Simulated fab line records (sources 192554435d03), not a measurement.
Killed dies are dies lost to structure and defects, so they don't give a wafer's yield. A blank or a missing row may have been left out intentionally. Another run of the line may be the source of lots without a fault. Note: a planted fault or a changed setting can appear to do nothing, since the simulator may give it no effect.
Split-lot experiment :: flow n5Finfet :: 39 wafers read across 7 lots, on a route 1938 steps long

THE SPLIT
At N5_FIN_SAQP_MANDREL_ETCH_22 (etches a-Si in HBr/Cl2, stops on SiNx, target depth 60 nm, bt time 10 s, time 30 s), the setting targetDepthA was moved away from the recipe's 600 angstrom on 12 of the 39 wafers read, by -8.4% to -4.4%. The other wafers ran this setting at the recipe's value.

The split's own step is where the reading is taken.

THE READING
SOC_of_FIN_SAQP_COAT_49.thkNm (the simulator's own value, which no gauge read), in nm, at N5_FIN_SAQP_MANDREL_ETCH_22 (etches a-Si in HBr/Cl2, stops on SiNx, target depth 60 nm, bt time 10 s, time 30 s). The file gives no usual value for it. Average 76.11 nm, standard deviation 0.42 nm, over the 27 wafers here run with the recipe.

wafer: L075.1
tool, chamber at the split: rieSi-05, 2
targetDepthA as run, angstrom: 563.8
against the recipe: -6.0%
SOC_of_FIN_SAQP_COAT_49.thkNm, nm: 77.47
against lot-mates on the recipe: +1.83

wafer: L075.2
tool, chamber at the split: rieSi-05, 0
targetDepthA as run, angstrom: 563.8
against the recipe: -6.0%
SOC_of_FIN_SAQP_COAT_49.thkNm, nm: 77.03
against lot-mates on the recipe: +1.39

wafer: L075.3
tool, chamber at the split: rieSi-05, 3
targetDepthA as run, angstrom: 600
against the recipe: recipe
SOC_of_FIN_SAQP_COAT_49.thkNm, nm: 75.72
against lot-mates on the recipe: -

wafer: L075.4
tool, chamber at the split: rieSi-05, 1
targetDepthA as run, angstrom: 600
against the recipe: recipe
SOC_of_FIN_SAQP_COAT_49.thkNm, nm: 75.81
against lot-mates on the recipe: -

wafer: L075.5
tool, chamber at the split: rieSi-05, 3
targetDepthA as run, angstrom: 563.8
against the recipe: -6.0%
SOC_of_FIN_SAQP_COAT_49.thkNm, nm: 77.64
against lot-mates on the recipe: +2.00

wafer: L075.6
tool, chamber at the split: rieSi-05, 0
targetDepthA as run, angstrom: 600
against the recipe: recipe
SOC_of_FIN_SAQP_COAT_49.thkNm, nm: 75.39
against lot-mates on the recipe: -

wafer: L083.1
tool, chamber at the split: rieSi-03, 0
targetDepthA as run, angstrom: 600
against the recipe: recipe
SOC_of_FIN_SAQP_COAT_49.thkNm, nm: 76.58
against lot-mates on the recipe: -

wafer: L083.2
tool, chamber at the split: rieSi-03, 2
targetDepthA as run, angstrom: 600
against the recipe: recipe
SOC_of_FIN_SAQP_COAT_49.thkNm, nm: 76.25
against lot-mates on the recipe: -

wafer: L083.3
tool, chamber at the split: rieSi-03, 3
targetDepthA as run, angstrom: 572.6
against the recipe: -4.6%
SOC_of_FIN_SAQP_COAT_49.thkNm, nm: 77.36
against lot-mates on the recipe: +1.18

wafer: L083.4
tool, chamber at the split: rieSi-03, 1
targetDepthA as run, angstrom: 600
against the recipe: recipe
SOC_of_FIN_SAQP_COAT_49.thkNm, nm: 75.72
against lot-mates on the recipe: -

wafer: L083.5
tool, chamber at the split: rieSi-03, 0
targetDepthA as run, angstrom: 572.6
against the recipe: -4.6%
SOC_of_FIN_SAQP_COAT_49.thkNm, nm: 77.38
against lot-mates on the recipe: +1.20

wafer: L083.6
tool, chamber at the split: rieSi-03, 3
targetDepthA as run, angstrom: 572.6
against the recipe: -4.6%
SOC_of_FIN_SAQP_COAT_49.thkNm, nm: 77.25
against lot-mates on the recipe: +1.07

wafer: L084.1
tool, chamber at the split: rieSi-05, 0
targetDepthA as run, angstrom: 600
against the recipe: recipe
SOC_of_FIN_SAQP_COAT_49.thkNm, nm: 76.03
against lot-mates on the recipe: -

wafer: L084.2
tool, chamber at the split: rieSi-05, 3
targetDepthA as run, angstrom: 600
against the recipe: recipe
SOC_of_FIN_SAQP_COAT_49.thkNm, nm: 76.57
against lot-mates on the recipe: -

wafer: L084.3
tool, chamber at the split: rieSi-05, 1
targetDepthA as run, angstrom: 600
against the recipe: recipe
SOC_of_FIN_SAQP_COAT_49.thkNm, nm: 76.36
against lot-mates on the recipe: -

wafer: L084.4
tool, chamber at the split: rieSi-05, 2
targetDepthA as run, angstrom: 573.5
against the recipe: -4.4%
SOC_of_FIN_SAQP_COAT_49.thkNm, nm: 77.59
against lot-mates on the recipe: +1.27

wafer: L084.5
tool, chamber at the split: rieSi-05, 2
targetDepthA as run, angstrom: 573.5
against the recipe: -4.4%
SOC_of_FIN_SAQP_COAT_49.thkNm, nm: 77.81
against lot-mates on the recipe: +1.49

wafer: L084.6
tool, chamber at the split: rieSi-05, 1
targetDepthA as run, angstrom: 573.5
against the recipe: -4.4%
SOC_of_FIN_SAQP_COAT_49.thkNm, nm: 77.47
against lot-mates on the recipe: +1.15

wafer: L085.1
tool, chamber at the split: rieSi-05, 3
targetDepthA as run, angstrom: 600
against the recipe: recipe
SOC_of_FIN_SAQP_COAT_49.thkNm, nm: 76.97
against lot-mates on the recipe: -

wafer: L085.3
tool, chamber at the split: rieSi-05, 2
targetDepthA as run, angstrom: 600
against the recipe: recipe
SOC_of_FIN_SAQP_COAT_49.thkNm, nm: 76.83
against lot-mates on the recipe: -

wafer: L085.4
tool, chamber at the split: rieSi-05, 0
targetDepthA as run, angstrom: 600
against the recipe: recipe
SOC_of_FIN_SAQP_COAT_49.thkNm, nm: 75.88
against lot-mates on the recipe: -

wafer: L086.1
tool, chamber at the split: rieSi-03, 1
targetDepthA as run, angstrom: 600
against the recipe: recipe
SOC_of_FIN_SAQP_COAT_49.thkNm, nm: 75.66
against lot-mates on the recipe: -

wafer: L086.2
tool, chamber at the split: rieSi-03, 2
targetDepthA as run, angstrom: 600
against the recipe: recipe
SOC_of_FIN_SAQP_COAT_49.thkNm, nm: 76.09
against lot-mates on the recipe: -

wafer: L086.3
tool, chamber at the split: rieSi-03, 0
targetDepthA as run, angstrom: 600
against the recipe: recipe
SOC_of_FIN_SAQP_COAT_49.thkNm, nm: 76.55
against lot-mates on the recipe: -

wafer: L086.4
tool, chamber at the split: rieSi-03, 3
targetDepthA as run, angstrom: 600
against the recipe: recipe
SOC_of_FIN_SAQP_COAT_49.thkNm, nm: 76.14
against lot-mates on the recipe: -

wafer: L086.5
tool, chamber at the split: rieSi-03, 3
targetDepthA as run, angstrom: 600
against the recipe: recipe
SOC_of_FIN_SAQP_COAT_49.thkNm, nm: 76.01
against lot-mates on the recipe: -

wafer: L086.6
tool, chamber at the split: rieSi-03, 0
targetDepthA as run, angstrom: 600
against the recipe: recipe
SOC_of_FIN_SAQP_COAT_49.thkNm, nm: 76.56
against lot-mates on the recipe: -

wafer: L088.1
tool, chamber at the split: rieSi-03, 1
targetDepthA as run, angstrom: 600
against the recipe: recipe
SOC_of_FIN_SAQP_COAT_49.thkNm, nm: 75.5
against lot-mates on the recipe: -

wafer: L088.2
tool, chamber at the split: rieSi-03, 2
targetDepthA as run, angstrom: 600
against the recipe: recipe
SOC_of_FIN_SAQP_COAT_49.thkNm, nm: 75.96
against lot-mates on the recipe: -

wafer: L088.3
tool, chamber at the split: rieSi-03, 3
targetDepthA as run, angstrom: 549.6
against the recipe: -8.4%
SOC_of_FIN_SAQP_COAT_49.thkNm, nm: 77.79
against lot-mates on the recipe: +2.01

wafer: L088.4
tool, chamber at the split: rieSi-03, 1
targetDepthA as run, angstrom: 549.6
against the recipe: -8.4%
SOC_of_FIN_SAQP_COAT_49.thkNm, nm: 77.8
against lot-mates on the recipe: +2.02

wafer: L088.5
tool, chamber at the split: rieSi-03, 3
targetDepthA as run, angstrom: 600
against the recipe: recipe
SOC_of_FIN_SAQP_COAT_49.thkNm, nm: 75.87
against lot-mates on the recipe: -

wafer: L088.6
tool, chamber at the split: rieSi-03, 2
targetDepthA as run, angstrom: 549.6
against the recipe: -8.4%
SOC_of_FIN_SAQP_COAT_49.thkNm, nm: 77.32
against lot-mates on the recipe: +1.54

wafer: L094.1
tool, chamber at the split: rieSi-03, 2
targetDepthA as run, angstrom: 600
against the recipe: recipe
SOC_of_FIN_SAQP_COAT_49.thkNm, nm: 75.52
against lot-mates on the recipe: -

wafer: L094.2
tool, chamber at the split: rieSi-03, 0
targetDepthA as run, angstrom: 600
against the recipe: recipe
SOC_of_FIN_SAQP_COAT_49.thkNm, nm: 76.57
against lot-mates on the recipe: -

wafer: L094.3
tool, chamber at the split: rieSi-03, 3
targetDepthA as run, angstrom: 600
against the recipe: recipe
SOC_of_FIN_SAQP_COAT_49.thkNm, nm: 75.92
against lot-mates on the recipe: -

wafer: L094.4
tool, chamber at the split: rieSi-03, 1
targetDepthA as run, angstrom: 600
against the recipe: recipe
SOC_of_FIN_SAQP_COAT_49.thkNm, nm: 75.66
against lot-mates on the recipe: -

wafer: L094.5
tool, chamber at the split: rieSi-03, 3
targetDepthA as run, angstrom: 600
against the recipe: recipe
SOC_of_FIN_SAQP_COAT_49.thkNm, nm: 76.36
against lot-mates on the recipe: -

wafer: L094.6
tool, chamber at the split: rieSi-03, 0
targetDepthA as run, angstrom: 600
against the recipe: recipe
SOC_of_FIN_SAQP_COAT_49.thkNm, nm: 76.43
against lot-mates on the recipe: -

FIT RESULTS
A straight line over all 39 wafers: SOC_of_FIN_SAQP_COAT_49.thkNm changes by -0.217 nm for each +1% of targetDepthA; r = -0.83; the points scatter about the line by 0.42 nm.
The same after taking each lot's own level away (the mean of its wafers on the recipe; 39 wafers): -0.249 nm for each +1%; r = -0.91; scatter 0.32 nm.
That fit puts the effect of the largest move of targetDepthA on the reading at 2.1 nm.
From 75.640 to 76.560 nm: that is the span of the lots' own levels, equal to 2.2 times the standard deviation above.
In other words, the slope is changed by the lot-to-lot level; the two fits disagree.
Check: for one of the wafers moved furthest among these (-8.4%), held out of the fit, the line's prediction against its lot-mates is +2.13 nm. It came out at +2.01 nm against them.

THESE WAFERS: OTHER SPLITS
These wafers also went through other splits before the reading. Each is held against what the fit with the lots' levels taken away leaves over:
other split on the same wafers: N5_WELL_APT_EXPOSE_22 doseMj
wafers away from the commonest value: 9
r with SOC_of_FIN_SAQP_COAT_49.thkNm (lot level and that fit taken away): -0.18

THE FILE'S OWN FIT
SOC_of_FIN_SAQP_COAT_49.thkNm changes by -0.252 nm for each +1% of targetDepthA, r = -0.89.
